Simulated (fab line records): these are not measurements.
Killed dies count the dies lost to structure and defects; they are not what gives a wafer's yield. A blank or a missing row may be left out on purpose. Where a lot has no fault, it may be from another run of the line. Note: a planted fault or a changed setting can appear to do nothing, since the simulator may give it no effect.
Matching of chambers :: flow n5 finfet :: ald sin-01 running N5_SD_EPI_N_LINER_46: 4 sister chambers
The step material SiNx, target thk 3 nm. 18 wafers are shown with their chamber, then 9 later ones without.

## WAFERS PAIRED WITH THEIR CHAMBERS
wafer: L074.2
chamber: 0
heater power w (W): 731

wafer: L074.3
chamber: 1
heater power w (W): 699

wafer: L074.6
chamber: 1
heater power w (W): 687

wafer: L075.2
chamber: 2
heater power w (W): 951

wafer: L075.5
chamber: 0
heater power w (W): 712

wafer: L075.6
chamber: 3
heater power w (W): 944

wafer: L076.1
chamber: 0
heater power w (W): 721

wafer: L076.4
chamber: 3
heater power w (W): 962

wafer: L076.6
chamber: 3
heater power w (W): 951

wafer: L077.2
chamber: 0
heater power w (W): 731

wafer: L077.5
chamber: 3
heater power w (W): 964

wafer: L077.6
chamber: 2
heater power w (W): 950

wafer: L083.1
chamber: 0
heater power w (W): 739

wafer: L083.5
chamber: 0
heater power w (W): 718

wafer: L083.6
chamber: 1
heater power w (W): 681

wafer: L087.3
chamber: 0
heater power w (W): 752

wafer: L087.4
chamber: 2
heater power w (W): 950

wafer: L087.6
chamber: 2
heater power w (W): 944

SIGNATURES (averages over the wafers above)
reading: heater power w
chamber 0: 729.14
chamber 1: 689.00
chamber 2: 948.75
chamber 3: 955.25
scatter within a chamber: 10.6
Rule: for each reading, subtract the chamber's mean from the wafer's reading, divide by that reading's scatter and square the result; add these up over the readings and take the root, which gives the wafer's distance from the chamber. The wafer belongs to the nearest chamber; if the next one is less than 2 further off, it can't be placed. The scatter is the square root of a quotient: the sum, over the shown wafers, of each reading's squared deviation from its chamber's mean, divided by wafers minus chambers.

## WAFERS WITHOUT THEIR CHAMBER
wafer: L088.2
heater power w (W): 978

wafer: L088.3
heater power w (W): 693

wafer: L088.5
heater power w (W): 679

wafer: L091.1
heater power w (W): 684

wafer: L091.3
heater power w (W): 936

wafer: L091.4
heater power w (W): 933

wafer: L097.1
heater power w (W): 733

wafer: L097.2
heater power w (W): 935

wafer: L097.6
heater power w (W): 698

## THE CHAMBER EACH PASSED THROUGH
wafer: L088.2
from the rows above: can't be placed: 3 or 2
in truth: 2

wafer: L088.3
from the rows above: 1
in truth: 1

wafer: L088.5
from the rows above: 1
in truth: 1

wafer: L091.1
from the rows above: 1
in truth: 1

wafer: L091.3
from the rows above: can't be placed: 2 or 3
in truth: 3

wafer: L091.4
from the rows above: can't be placed: 2 or 3
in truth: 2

wafer: L097.1
from the rows above: 0
in truth: 0

wafer: L097.2
from the rows above: can't be placed: 2 or 3
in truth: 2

wafer: L097.6
from the rows above: 1
in truth: 1
5 of 9 placed correctly. Not placeable from these rows: 4 (in 4, the candidates include the true chamber). 0 placed wrongly.
